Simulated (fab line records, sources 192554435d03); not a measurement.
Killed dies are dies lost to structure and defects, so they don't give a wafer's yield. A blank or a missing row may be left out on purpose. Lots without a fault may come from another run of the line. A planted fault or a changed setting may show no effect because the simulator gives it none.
fab line records | flow n5_finfet
record lots=6 wafers=18 last_day=17
route steps=1938 shown BEOL_M4@1108 BEOL_M5@1112 PASSIVATION@1936
lots that met no fault: from a run of the same line without faults
start_h: hours from the record's first day to the start of the lot's first wafer shown | wait_h: hours since the lot's step before | " the same as in the row above | L1.1+2: a row that stands for several wafers | - no value, or no start given | * or withheld: withheld | < > ~ a bound
route shown NAME@n: a module of which the file shows steps, and the number in the route of the first | usual: mean/standard deviation of fault-free wafers | same: alike in all rows | chamber/n: place in a boat | sites: the reading at each site | _std_site: their standard deviation | _edge_site: outer sites' mean less inner sites' | radius_mm: how far each site lies from the wafer's centre | mask NAME#n: copy n | behind: the tool/chamber that last shaped the wafer | hold: why the lot was held/for how many hours/how that ended | device: the transistor (n, p or np) that didn't switch | end of line: the same wafers' tests at the end of the route | a step without rows: its recipe alone | killed: dies lost to structure and defects at the first sort, not the wafer's yield | map: a wafer's dies, x killed, . not, _ none there
set.NAME: the setting as run; set.NAME@STEP: as run at that earlier step | model.NAME: the simulator's own value behind a step, which no gauge read
lots at some steps of the route; a table a step, a row a wafer
services: from which hour (start_h, from the record's first day; less than 0 if before it) a tool's chamber was out of use, for how many hours, and why
## steps
# step N5_BEOL_M4_DEP_57
# recipe material=SiCN target_thk_a=80 temp_c=withheld precursor=3MS/NH3 pressure_torr=3 rf_w=202 time_s=14
# usual showerhead_plenum_p_Torr=3.662/0.01 throttle_valve_pct=9.0/0.45
# columns lot.wafer tool chamber start_h wait_h showerhead_plenum_p_Torr throttle_valve_pct
L481.1 pecvd-04 0 201.02 0.0 3.680 9.1
L481.4 " 0 " " 3.672 9.0
L481.6 " 2 " " 3.666 9.4
L484.3 pecvd-02 2 221.13 0.0 3.636 8.8
L484.5 " 1 " " 3.662 9.1
L484.6 " 2 " " 3.640 8.8
L487.1 pecvd-02 0 248.23 0.0 3.658 9.0
L487.2 " 1 " " 3.665 9.3
L487.5 " 0 " " 3.658 8.8
L489.1 pecvd-02 0 254.90 0.0 3.675 9.0
L489.2 " 1 " " 3.662 9.0
L489.3 " 2 " " 3.650 8.8
L491.2 pecvd-04 0 269.40 0.0 3.677 9.2
L491.3 " 1 " " 3.647 9.0
L491.6 " 2 " " 3.657 9.2
L495.2 pecvd-03 1 300.51 0.0 3.668 8.6
L495.3 " 0 " " 3.655 10.2
L495.6 " 2 " " 3.662 8.8
# step N5_BEOL_M4_RS_MEAS_58
# recipe thk_meas_gauge=four-point-probe reads=Co_of_BEOL_M4_CO_CAP_55+Cu_of_BEOL_M4_ECD_50+Co_of_BEOL_M4_CVD_47+TaN_of_BEOL_M4_ALD_84
# usual M4_RS=0.67/0.031
# columns lot.wafer tool chamber start_h wait_h M4_RS[ohm/sq]
L481.1 film_metro-01 - 201.08 0.0 0.66
L481.4 " - " " 0.66
L481.6 " - " " 0.63
L484.3 film_metro-01 - 221.20 0.1 0.63
L484.5 " - " " 0.67
L484.6 " - " " 0.63
L487.1 film_metro-01 - 248.30 0.0 0.69
L487.2 " - " " 0.71
L487.5 " - " " 0.69
L489.1 film_metro-02 - 254.96 0.0 0.68
L489.2 " - " " 0.66
L489.3 " - " " 0.70
L491.2 film_metro-02 - 269.47 0.1 0.71
L491.3 " - " " 0.66
L491.6 " - " " 0.66
L495.2 film_metro-02 - 300.58 0.1 0.62
L495.3 " - " " 0.66
L495.6 " - " " 0.70
# step N5_BEOL_M4_INSPECT_59
# recipe inspect_instrument=darkfield mode=post_dep
# usual raw_defect_count=67/26
# columns lot.wafer tool chamber start_h wait_h raw_defect_count
L481.1 defect_inspect-02 - 201.11 0.0 65
L481.4 " - " " 55
L481.6 " - " " 42
L484.3 defect_inspect-01 - 221.22 0.0 40
L484.5 " - " " 83
L484.6 " - " " 65
L487.1 defect_inspect-02 - 248.32 0.0 77
L487.2 " - " " 81
L487.5 " - " " 79
L489.1 defect_inspect-01 - 254.99 0.0 91
L489.2 " - " " 76
L489.3 " - " " 58
L491.2 defect_inspect-02 - 269.50 0.0 98
L491.3 " - " " 119
L491.6 " - " " 137
L495.2 defect_inspect-01 - 300.61 0.0 71
L495.3 " - " " 50
L495.6 " - " " 94
# step N5_BEOL_M4_RC_MEAS_101
# usual DIBL_N=36.1/1.5 DIBL_P=36.1/1.9 IOFF_N=0.159/0.029 IOFF_P=0.21/0.038 ION_N=675/11 ION_P=464/8.1 SS_N=71.5/0.57 SS_P=73.3/0.64 VT_N=249/3.1 VT_P=-250/3.8
# columns lot.wafer tool chamber start_h wait_h DIBL_N[mV/V] DIBL_P[mV/V] IOFF_N[nA/um] IOFF_P[nA/um] ION_N[uA/um] ION_P[uA/um] SS_N[mV/dec] SS_P[mV/dec] VT_N[mV] VT_P[mV]
L481.1 prober-01 0 201.14 0.0 33.2 32.1 0.116 0.15 665 456 70.8 72.6 253 -255
L481.4 " 0 " " 35.0 34.2 0.127 0.17 653 446 70.1 72.8 252 -253
L481.6 " 0 " " 33.6 32.7 0.116 0.15 658 450 70.3 72.0 256 -255
L484.3 prober-01 0 221.56 0.3 33.0 32.5 0.120 0.17 654 455 70.6 72.0 255 -251
L484.5 " 0 " " 33.5 33.2 0.127 0.17 669 459 71.7 72.1 253 -252
L484.6 " 0 " " 35.3 36.2 0.160 0.22 673 468 71.2 73.7 249 -247
L487.1 prober-01 0 248.35 0.0 36.7 37.0 0.166 0.22 682 465 71.9 73.0 248 -248
L487.2 " 0 " " 36.1 36.4 0.141 0.20 680 464 71.0 73.5 252 -250
L487.5 " 0 " " 34.4 34.9 0.118 0.18 662 458 71.3 73.1 254 -251
L489.1 prober-01 0 255.01 0.0 36.6 35.9 0.169 0.20 678 454 71.3 73.2 247 -255
L489.2 " 0 " " 34.8 34.1 0.151 0.19 678 463 70.5 73.4 251 -252
L489.3 " 0 " " 37.9 37.3 0.196 0.24 688 465 71.3 73.2 249 -250
L491.2 prober-01 0 269.68 0.2 38.5 38.9 0.187 0.21 665 456 72.4 73.6 249 -254
L491.3 " 0 " " 36.2 37.3 0.151 0.18 662 446 71.6 72.8 254 -256
L491.6 " 0 " " 37.5 38.5 0.180 0.20 678 460 72.7 73.3 248 -253
L495.2 prober-02 0 300.79 0.2 36.5 37.5 0.160 0.21 679 460 71.0 74.1 250 -253
L495.3 " 0 " " 36.1 37.1 0.158 0.20 669 453 71.5 73.8 250 -253
L495.6 " 0 " " 34.9 36.2 0.147 0.19 671 456 71.0 73.5 249 -254
# step N5_BEOL_M5_ILD_DEP_00
# recipe material=SiCOH_lowk target_thk_a=1406.4 temp_c=300 precursor=DEMS/porogen pressure_torr=5 rf_w=500 time_s=25.9
# usual heater_power_w=297/68 showerhead_plenum_p_Torr=5.742/0.017 throttle_valve_pct=14.1/0.99
# columns lot.wafer tool chamber start_h wait_h heater_power_w showerhead_plenum_p_Torr throttle_valve_pct
L481.1 pecvd-02 1 202.10 0.8 289 5.757 13.8
L481.4 " 1 " " 290 5.738 13.6
L481.6 " 0 " " 406 5.742 13.7
L484.3 pecvd-03 2 222.23 0.5 366 5.741 13.3
L484.5 " 1 " " 193 5.771 12.9
L484.6 " 2 " " 383 5.728 13.4
L487.1 pecvd-03 0 249.31 0.8 291 5.720 15.9
L487.2 " 2 " " 395 5.721 13.5
L487.5 " 2 " " 398 5.728 13.6
L489.1 pecvd-01 1 255.99 0.8 282 5.738 14.0
L489.2 " 0 " " 257 5.782 15.8
L489.3 " 2 " " 244 5.759 14.7
L491.2 pecvd-03 1 270.49 0.7 186 5.737 13.0
L491.3 " 0 " " 294 5.734 15.4
L491.6 " 1 " " 192 5.735 12.9
L495.2 pecvd-01 0 301.59 0.7 268 5.768 15.9
L495.3 " 2 " " 284 5.748 14.6
L495.6 " 1 " " 295 5.749 13.7
# step N5_BEOL_M5_CURE_79
# recipe temp_c=385 time_s=240 ambient=He/Ar material=SiCOH_lowk
# usual lamp_power_pct=52.31/0.056 wafer_temp_C_max=386.5/0.54
# columns lot.wafer tool chamber start_h wait_h lamp_power_pct wafer_temp_C_max
L481.1 uv_cure-01 1 202.16 0.0 52.37 386.1
L481.4 " 1 " " 52.30 386.3
L481.6 " 1 " " 52.33 386.5
L484.3 uv_cure-01 0 222.45 0.2 52.30 386.6
L484.5 " 0 " " 52.27 386.8
L484.6 " 0 " " 52.30 386.6
L487.1 uv_cure-03 0 249.37 0.0 52.21 385.8
L487.2 " 0 " " 52.29 386.2
L487.5 " 0 " " 52.18 385.8
L489.1 uv_cure-01 0 256.13 0.1 52.30 386.1
L489.2 " 0 " " 52.36 387.0
L489.3 " 0 " " 52.28 386.8
L491.2 uv_cure-02 0 270.71 0.2 52.32 385.8
L491.3 " 0 " " 52.44 386.2
L491.6 " 0 " " 52.29 386.4
L495.2 uv_cure-02 0 301.73 0.1 52.39 386.0
L495.3 " 0 " " 52.36 386.3
L495.6 " 0 " " 52.31 386.2
# step N5_BEOL_M5_THK_MEAS_01
# recipe reads=SiCOH_lowk_of_BEOL_M5_ILD_DEP_00
# usual M5_ILD_THK=121.5/1.6
# columns lot.wafer tool chamber start_h wait_h M5_ILD_THK[nm]
L481.1 film_metro-02 - 203.15 0.8 120.3
L481.4 " - " " 122.1
L481.6 " - " " 121.8
L484.3 film_metro-02 - 222.80 0.3 119.1
L484.5 " - " " 122.7
L484.6 " - " " 119.4
L487.1 film_metro-02 - 249.89 0.4 120.8
L487.2 " - " " 119.6
L487.5 " - " " 122.2
L489.1 film_metro-02 - 256.64 0.4 121.6
L489.2 " - " " 120.8
L489.3 " - " " 118.4
L491.2 film_metro-01 - 271.55 0.7 120.9
L491.3 " - " " 121.7
L491.6 " - " " 124.2
L495.2 film_metro-02 - 302.17 0.4 120.8
L495.3 " - " " 121.2
L495.6 " - " " 122.2
# step N5_BEOL_M5_PECVD_70
# recipe material=SiO2 target_thk_a=160 temp_c=400 precursor=TEOS/O2 pressure_torr=5.5 rf_w=450 teos_flow_sccm=53.8 gas=O2 flow_sccm=3000 time_s=18
# usual heater_power_w=691/100 showerhead_plenum_p_Torr=8.80/0.074 throttle_valve_pct=22.9/1.4
# columns lot.wafer tool chamber start_h wait_h heater_power_w showerhead_plenum_p_Torr throttle_valve_pct
L481.1 pecvd-02 2 203.19 0.0 848 8.69 21.9
L481.4 " 2 " " 848 8.68 22.1
L481.6 " 1 " " 740 8.76 22.4
L484.3 pecvd-02 0 222.84 0.0 742 8.79 22.1
L484.5 " 1 " " 689 8.78 22.4
L484.6 " 0 " " 726 8.77 22.0
L487.1 pecvd-03 2 249.92 0.0 718 8.76 21.9
L487.2 " 1 " " 575 8.84 20.7
L487.5 " 2 " " 745 8.76 21.7
L489.1 pecvd-01 0 256.68 0.0 664 8.93 25.6
L489.2 " 2 " " 614 8.83 23.4
L489.3 " 1 " " 697 8.78 22.8
L491.2 pecvd-02 0 271.58 0.0 852 8.77 22.2
L491.3 " 1 " " 733 8.78 22.1
L491.6 " 1 " " 743 8.76 22.3
L495.2 pecvd-03 1 302.20 0.0 488 8.85 20.8
L495.3 " 0 " " 622 8.76 25.1
L495.6 " 0 " " 625 8.77 25.0
# step N5_BEOL_M5_HM_DEP_02
# recipe material=TiN target_thk_a=200 temp_c=25 chamber_pressure_pa=0.49996
# step N5_BEOL_M5_COAT_59
# recipe resist=SOC temp_c=250 time_s=60 spin_rpm=1500 resist_thk_nm=60
# step N5_BEOL_M5_COAT_60
# recipe resist=SiARC temp_c=220 time_s=60 spin_rpm=1500 resist_thk_nm=12
# step N5_BEOL_M5_COAT_71
# recipe resist=underlayer temp_c=205 time_s=60 spin_rpm=1500 resist_thk_nm=5
# step N5_BEOL_M5_COAT_05
# recipe resist=CAR-EUV spin_rpm=1500 resist_thk_nm=30
# usual chill_plate_temp_C=22.98/0.1 spin_speed_rpm=1500.0/1.2
# columns lot.wafer tool chamber start_h wait_h chill_plate_temp_C spin_speed_rpm model.CAR-EUV_of_BEOL_M5_COAT_05.thk_nm
L481.1 litho_track-03 0 204.69 - 22.97 1277.1 32.6
L481.4 " 0 " " 22.96 1276.5 32.6
L481.6 " 0 " " 22.85 1275.8 32.8
L484.3 litho_track-03 0 225.31 - 23.18 1275.0 32.6
L484.5 " 0 " " 23.06 1273.1 32.6
L484.6 " 0 " " 22.99 1277.5 32.6
L487.1 litho_track-02 0 251.28 - 23.15 1499.3 30
L487.2 " 0 " " 23.04 1500.3 30
L487.5 " 0 " " 22.84 1499.8 29.8
L489.1 litho_track-01 0 258.37 - 23.11 1500.7 30
L489.2 " 0 " " 22.95 1497.7 30
L489.3 " 0 " " 23.06 1499.5 30
L491.2 litho_track-02 0 273.08 - 22.94 1499.3 30
L491.3 " 0 " " 23.04 1498.6 30
L491.6 " 0 " " 23.03 1500.7 30
L495.2 litho_track-03 0 302.39 - 23.02 1500.5 29.8
L495.3 " 0 " " 22.98 1497.7 30
L495.6 " 0 " " 23.03 1496.7 30
# step N5_BEOL_M5_EBR_07
# recipe solvent=PGMEA ebr_width_mm=1.5
# step N5_BEOL_M5_SOFTBAKE_06
# recipe temp_c=110 time_s=60 resist=CAR-EUV
# step N5_BEOL_M5_EXPOSE_08
# recipe mask_id=M5 na=0.33 source_shape=annular sigma_inner=0.4 sigma_outer=0.8 polarization=unpolarized target_cd_nm=28 dose_mj=35.75
# step N5_BEOL_M5_PEB_09
# recipe peb_temp_c=100 peb_time_s=60 resist=CAR-EUV
# step N5_BEOL_M5_DEVELOP_10
# recipe develop_time_s=30 developer=TMAH resist=CAR-EUV rinse_liquid=surfactant_rinse dry=air_spin dev_temp_c=23
# step N5_BEOL_M5_CD_MEAS_11
# recipe target_cd_nm=27.74 landing_energy_ev=500 detector=se_inlens
# usual cd_nm=28.01/0.24
# same landing_energy_ev=500
# columns lot.wafer tool chamber start_h wait_h cd_nm
L481.1 cd_sem-01 0 205.08 - 27.78
L481.4 " 0 " " 27.56
L481.6 " 0 " " 27.82
L484.3 cd_sem-02 0 225.57 - 27.74
L484.5 " 0 " " 27.58
L484.6 " 0 " " 28.38
L487.1 cd_sem-02 0 251.53 - 28.06
L487.2 " 0 " " 27.76
L487.5 " 0 " " 28.12
L489.1 cd_sem-01 0 258.63 - 27.68
L489.2 " 0 " " 27.75
L489.3 " 0 " " 28.15
L491.2 cd_sem-03 0 273.47 - 27.94
L491.3 " 0 " " 28.23
L491.6 " 0 " " 28.24
L495.2 cd_sem-03 0 302.65 - 28.05
L495.3 " 0 " " 27.92
L495.6 " 0 " " 27.81
# step N5_BEOL_M5_OVL_MEAS_12
# recipe points_per_wafer=522
# usual M5_OVL=-0.2/0.64
# columns lot.wafer tool chamber start_h wait_h M5_OVL[nm]
L481.1 overlay-02 0 205.11 0.0 -0.2
L481.4 " 0 " " -1.0
L481.6 " 0 " " -0.9
L484.3 overlay-02 0 225.61 0.0 -0.7
L484.5 " 0 " " -0.4
L484.6 " 0 " " -0.9
L487.1 overlay-01 0 251.56 0.0 -0.7
L487.2 " 0 " " -1.9
L487.5 " 0 " " 0.2
L489.1 overlay-02 0 258.66 0.0 -0.9
L489.2 " 0 " " -0.2
L489.3 " 0 " " -0.7
L491.2 overlay-02 0 273.50 0.0 -0.7
L491.3 " 0 " " 0.3
L491.6 " 0 " " -0.2
L495.2 overlay-02 0 302.69 0.0 0.3
L495.3 " 0 " " -0.7
L495.6 " 0 " " 0.3
# step N5_BEOL_M5_INSPECT_13
# recipe mode=adi inspect_instrument=brightfield
# usual raw_defect_count=405/87
# columns lot.wafer tool chamber start_h wait_h raw_defect_count
L481.1 defect_inspect-01 - 205.17 0.1 411
L481.4 " - " " 424
L481.6 " - " " 336
L484.3 defect_inspect-01 - 225.65 0.0 448
L484.5 " - " " 421
L484.6 " - " " 318
L487.1 defect_inspect-01 - 251.62 0.1 535
L487.2 " - " " 382
L487.5 " - " " 360
L489.1 defect_inspect-02 - 258.72 0.1 491
L489.2 " - " " 442
L489.3 " - " " 480
L491.2 defect_inspect-02 - 273.55 0.0 457
L491.3 " - " " 428
L491.6 " - " " 416
L495.2 defect_inspect-02 - 302.74 0.0 428
L495.3 " - " " 345
L495.6 " - " " 437
# step N5_BEOL_M5_DESCUM_16
# recipe chemistry=O2 time_s=7 source_power_w=50 bias_power_w=20 pressure_mtorr=20 rf_frequency_hz=2.712e+07 temp_c=40 resist=CAR-EUV o2_flow_sccm=225
# usual drypump_motor_current_A=5.6/0.52 oes_product_au=0.80/0.1 rf_vpp_V=243.0/1.5 showerhead_plenum_p_Torr=2.08/0.079 throttle_valve_pct=20.3/0.32
# columns lot.wafer tool chamber start_h wait_h drypump_motor_current_A oes_product_au rf_hours_counter_h rf_vpp_V showerhead_plenum_p_Torr throttle_valve_pct model.CAR-EUV_of_BEOL_M5_COAT_05.thk_nm
L481.1 rie_diel-05 0 205.21 0.0 5.5 0.87 54 244.1 2.12 19.9 28.8
L481.4 " 3 " " 5.0 0.99 1 242.4 2.04 19.6 28.6
L481.6 " 0 " " 5.5 0.87 - 244.8 2.12 19.9 28.8
L484.3 rie_diel-03 1 225.69 0.0 4.9 0.84 62 243.6 2.20 20.7 28.6
L484.5 " 0 " " 5.7 0.98 - 243.6 2.07 20.3 28.6
L484.6 " 1 " " 4.9 0.84 - 245.4 2.20 20.6 28.6
L487.1 rie_diel-04 0 251.82 0.2 5.1 0.69 230 241.3 1.98 20.3 26
L487.2 " 2 " " 6.3 0.69 239 242.1 2.07 20.7 25.8
L487.5 " 3 " " 6.1 0.75 - 242.2 2.02 20.5 25.8
L489.1 rie_diel-04 2 258.75 0.0 6.3 0.68 242 241.6 2.07 20.7 26
L489.2 " 1 " " 5.0 0.70 190 241.8 2.00 20.5 26
L489.3 " 0 " " 5.1 0.69 233 241.9 1.97 20.3 26
L491.2 rie_diel-05 1 273.59 0.0 5.8 0.95 11 244.7 2.24 20.0 26.2
L491.3 " 3 " " 5.0 0.91 24 242.1 2.03 19.6 26
L491.6 " 1 " " 5.8 0.96 - 245.3 2.23 20.1 26.2
L495.2 rie_diel-03 1 302.77 0.0 4.9 0.83 80 245.3 2.20 20.7 26
L495.3 " 2 " " 6.6 0.73 190 243.4 2.18 20.4 26
L495.6 " 0 " " 5.6 0.91 - 242.4 2.06 20.4 26
# step N5_BEOL_M5_ETCH_72
# recipe chemistry=N2/H2 target=underlayer target_depth_a=65 mask_material=CAR-EUV time_s=5.2 ion_energy_ev=200 pressure_mtorr=30 source_w=840 bias_w=150 n2_flow_sccm=200 h2_flow_sccm=200 ends=cleared
# usual drypump_motor_current_A=5.6/0.52 etch_rf_on_time_s=5.17/0.14 oes_product_au=0.68/0.089 rf_vpp_V=523.7/2.9 showerhead_plenum_p_Torr=2.53/0.096 throttle_valve_pct=17.7/0.35
# columns lot.wafer tool chamber start_h wait_h drypump_motor_current_A etch_rf_on_time_s oes_product_au rf_hours_counter_h rf_vpp_V showerhead_plenum_p_Torr throttle_valve_pct
L481.1 rie_diel-05 0 205.24 0.0 5.5 5.13 0.75 54 527.9 2.57 17.2
L481.4 " 3 " " 5.0 5.01 0.87 1 523.8 2.49 17.1
L481.6 " 0 " " 5.5 5.16 0.75 - 526.2 2.57 17.2
L484.3 rie_diel-03 1 225.72 0.0 4.9 5.25 0.71 62 526.3 2.69 18.2
L484.5 " 0 " " 5.6 5.08 0.84 - 524.5 2.49 17.7
L484.6 " 1 " " 4.9 5.21 0.71 - 526.6 2.69 18.2
L487.1 rie_diel-04 0 251.86 0.0 5.1 5.14 0.60 230 519.5 2.40 17.8
L487.2 " 2 " " 6.3 5.15 0.59 239 522.1 2.51 18.3
L487.5 " 3 " " 6.0 5.21 0.65 - 521.4 2.44 17.8
L489.1 rie_diel-04 2 258.78 0.0 6.3 5.12 0.59 242 524.2 2.51 18.3
L489.2 " 1 " " 5.0 5.34 0.59 190 519.9 2.42 17.9
L489.3 " 0 " " 5.1 5.17 0.59 233 522.2 2.40 17.8
L491.2 rie_diel-05 1 273.62 0.0 5.8 5.43 0.79 11 528.5 2.73 17.7
L491.3 " 3 " " 5.0 5.04 0.79 24 521.8 2.48 17.1
L491.6 " 1 " " 5.8 5.43 0.80 - 531.5 2.73 17.6
L495.2 rie_diel-03 1 302.81 0.0 4.9 5.18 0.70 80 527.8 2.68 18.2
L495.3 " 2 " " 6.6 5.20 0.63 190 526.9 2.61 17.7
L495.6 " 0 " " 5.6 4.92 0.78 - 523.8 2.48 17.7
# step N5_PASSIVATION_PROBE_49
# usual defect_limited_yield=91.5/1.6 killed_at_M0_to_M3=33/10 killed_at_M4_up=13/5.6 killed_at_contacts=13/6 killed_at_front_end=39/12 killed_at_other=3.0/2.8 killed_dies=101/19 killed_on_rim=13/4 killed_open=65/13 killed_short=32/8.3 sort_bin_5_function=5.0/1 sort_bin_6_memory=3.1/0.69 sort_n_pass=1079/19 sort_yield_pct=91.5/1.6
# same gross_dies=1180 killed_at_back_side=0 sort_bin_4_leakage[%]=0 sort_bin_8_speed[%]=0
# columns lot.wafer tool chamber start_h wait_h defect_limited_yield[%] killed_at_M0_to_M3 killed_at_M4_up killed_at_contacts killed_at_front_end killed_at_other killed_dies killed_on_rim killed_open killed_short sort_bin_5_function[%] sort_bin_6_memory[%] sort_n_pass sort_yield_pct[%]
L484.3 prober-01 - 327.29 0.1 91.5 22 17 10 51 0 100 14 57 32 5.0 2.5 1080 91.5
L484.5 prober-01 - 327.39 0.2 92.1 26 8 10 47 2 93 14 60 31 4.7 2.8 1087 92.1
L484.6 prober-01 - 327.44 0.3 90.2 26 16 14 59 1 116 19 71 41 5.2 4.1 1064 90.2
L487.1 prober-02 - 353.76 0.0 90.3 27 17 10 60 1 115 11 69 43 5.5 3.8 1065 90.3
L487.2 prober-02 - 353.81 0.1 92.3 38 5 10 37 1 91 8 57 32 4.7 2.6 1089 92.3
L487.5 prober-02 - 353.96 0.2 92.6 21 7 7 45 7 87 6 58 27 4.0 3.2 1093 92.6
L489.1 prober-02 - 360.01 0.0 91.3 35 14 6 40 8 103 19 79 24 5.9 2.2 1077 91.3
L489.2 prober-02 - 360.06 0.1 90.1 28 22 15 51 1 117 15 81 36 5.9 3.5 1063 90.1
L489.3 prober-02 - 360.11 0.1 92.3 35 5 10 32 9 91 11 62 28 4.8 2.7 1089 92.3
L495.2 prober-01 - 397.98 0.1 89.7 43 20 17 40 1 121 16 77 40 5.8 4.1 1059 89.7
L495.3 prober-01 - 398.03 0.1 89.9 26 21 22 45 5 119 15 84 32 5.3 4.6 1061 89.9
L495.6 prober-01 - 398.18 0.3 89.9 34 18 22 41 4 119 13 72 40 6.1 3.6 1061 89.9
# killed by level:class
L484.3 DUMMY_GATE:geometric_particle:open=12 HKMG_FIN:area_etch=8 STI_FIN_REVEAL:geometric_particle:open=7 FIN_SAQP:geometric_particle:short=6 MOL_CONTACT_COAG:geometric_particle:open=6 BEOL_M0_SAQP:geometric_particle:short=6 BEOL_M1:geometric_particle:open=6 GATE_CUT:geometric_particle:short=5
L484.5 STI_FIN_REVEAL:geometric_particle:open=16 FIN_SAQP:geometric_particle:open=10 FIN_SAQP:geometric_particle:short=6 MOL_CONTACT_COAG:geometric_particle:open=6 BEOL_M3:geometric_particle:open=6 BEOL_M0_SAQP:geometric_particle:short=5 STI_FIN_REVEAL:geometric_particle:short=4 STARTING-WAFER:geometric_particle:short=4
L484.6 STI_FIN_REVEAL:geometric_particle:open=18 FIN_SAQP:geometric_particle:short=13 MOL_CONTACT_COAG:geometric_particle:open=11 DUMMY_GATE:geometric_particle:open=7 BEOL_M0_SAQP:geometric_particle:short=7 FIN_SAQP:geometric_particle:open=5 STI_FIN_REVEAL:geometric_particle:short=5 BEOL_M2:geometric_particle:open=5
L487.1 FIN_SAQP:geometric_particle:short=15 FIN_SAQP:geometric_particle:open=9 BEOL_M4:geometric_particle:open=9 MOL_CONTACT_COAG:geometric_particle:open=8 DUMMY_GATE:geometric_particle:open=7 GATE_CUT:geometric_particle:short=7 BEOL_M2:geometric_particle:open=6 STI_FIN_REVEAL:geometric_particle:open=5
L487.2 BEOL_M2:geometric_particle:open=11 FIN_SAQP:geometric_particle:open=10 GATE_CUT:geometric_particle:short=7 MOL_CONTACT_COAG:geometric_particle:open=7 BEOL_M3:geometric_particle:open=7 FIN_SAQP:geometric_particle:short=6 BEOL_M1:geometric_particle:open=6 BEOL_M2:geometric_particle:short=4
L487.5 FIN_SAQP:geometric_particle:open=12 FIN_SAQP:geometric_particle:short=11 BEOL_M2:geometric_particle:open=9 GATE_CUT:geometric_particle:short=7 GATE_CUT:geometric_particle:open=7 BEOL_M4:geometric_particle:open=6 MOL_CONTACT_COAG:geometric_particle:open=5 DUMMY_GATE:geometric_particle:open=4
L489.1 STI_FIN_REVEAL:geometric_particle:open=12 DUMMY_GATE:geometric_particle:open=12 BEOL_M0_SAQP:geometric_particle:open=9 BEOL_M4:geometric_particle:open=7 MOL_CONTACT_COAG:geometric_particle:open=5 BEOL_M0:geometric_particle:open=5 BEOL_M1:geometric_particle:open=5 DUMMY_GATE:geometric_particle:short=4
L489.2 MOL_CONTACT_COAG:geometric_particle:open=13 DUMMY_GATE:geometric_particle:open=10 BEOL_M3:geometric_particle:open=9 BEOL_M4:geometric_particle:open=8 STI_FIN_REVEAL:geometric_particle:open=6 GATE_CUT:geometric_particle:short=6 BEOL_M1:geometric_particle:open=6 BEOL_M2:geometric_particle:open=5
L489.3 BEOL_M2:geometric_particle:open=11 MOL_CONTACT_COAG:geometric_particle:open=10 DUMMY_GATE:geometric_particle:open=9 BEOL_M0_SAQP:geometric_particle:short=8 FIN_SAQP:geometric_particle:open=6 PAD_METAL:geometric_particle:open=5 BEOL_M0:geometric_particle:open=4 BEOL_M3:geometric_particle:open=4
L495.2 MOL_CONTACT_COAG:geometric_particle:open=14 BEOL_M0_SAQP:geometric_particle:short=10 BEOL_M2:geometric_particle:open=10 BEOL_M4:geometric_particle:open=9 STI_FIN_REVEAL:geometric_particle:open=8 GATE_CUT:geometric_particle:short=7 GATE_CUT:geometric_particle:open=6 BEOL_M3:geometric_particle:open=6
L495.3 MOL_CONTACT_COAG:geometric_particle:open=18 FIN_SAQP:geometric_particle:open=14 DUMMY_GATE:geometric_particle:open=13 BEOL_M4:geometric_particle:open=9 BEOL_M0_SAQP:geometric_particle:short=8 BEOL_M0_SAQP:geometric_particle:open=7 BEOL_M2:geometric_particle:open=7 FIN_SAQP:geometric_particle:short=5
L495.6 MOL_CONTACT_COAG:geometric_particle:open=15 STI_FIN_REVEAL:geometric_particle:open=10 BEOL_M0_SAQP:geometric_particle:open=9 FIN_SAQP:geometric_particle:open=7 BEOL_M0_SAQP:geometric_particle:short=7 MOL_CONTACT_COAG:geometric_particle:short=7 STI_FIN_REVEAL:geometric_particle:short=4 BEOL_M2:geometric_particle:open=4
## services
# columns tool chamber start_h hours kind
pecvd-02 1 178.61 2.1 scheduled_down
rie_diel-05 3 180.01 - clean
rie_diel-05 3 180.01 - consumable_replace:focus_ring
rie_diel-05 3 180.01 23.3 scheduled_down
rie_diel-05 3 180.01 23.3 vent_cycle
rie_diel-04 1 183.48 4.8 repair
rie_diel-03 0 193.33 - clean
rie_diel-03 0 193.33 - consumable_replace:focus_ring
rie_diel-03 0 193.33 26.6 scheduled_down
rie_diel-03 0 193.33 26.6 vent_cycle
rie_diel-05 1 212.43 - clean
rie_diel-05 1 212.43 - consumable_replace:focus_ring
rie_diel-05 1 212.43 - consumable_replace:showerhead
rie_diel-05 1 212.43 30.8 scheduled_down
rie_diel-05 1 212.43 30.8 vent_cycle
pecvd-01 2 217.11 6.5 repair
pecvd-03 0 218.77 14.6 repair
pecvd-03 - 232.87 3.7 repair
rie_diel-05 2 243.42 - clean
rie_diel-05 2 243.42 - consumable_replace:focus_ring
pecvd-01 - 252.22 2.3 repair
pecvd-04 0 271.90 10.6 repair
pecvd-02 - 278.99 1.1 repair
pecvd-02 0 297.90 5.5 scheduled_down
## key
first_sign step=N5_BEOL_M5_COAT_05 reading=spin_speed_rpm direction=down sigmas=99+ usual=* struck=*
effect none on later readings
model_effect step=N5_BEOL_M5_COAT_05 value=CAR-EUV_of_BEOL_M5_COAT_05.thk_nm without=30.1 struck=32.63
model_effect step=N5_BEOL_M5_DESCUM_16 value=CAR-EUV_of_BEOL_M5_COAT_05.thk_nm without=26.13 struck=28.67
met_at N5_BEOL_M5_COAT_05
struck_wafers L481.1,L481.4,L481.6,L484.3,L484.5,L484.6
fault kind=process_parameter_drift tool=litho_track-03 chamber=- onset_h=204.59 steps=N5_BEOL_M5_COAT_05 channel=spin_rpm offset=* shape=step end_h=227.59 acts_in=* stated=*
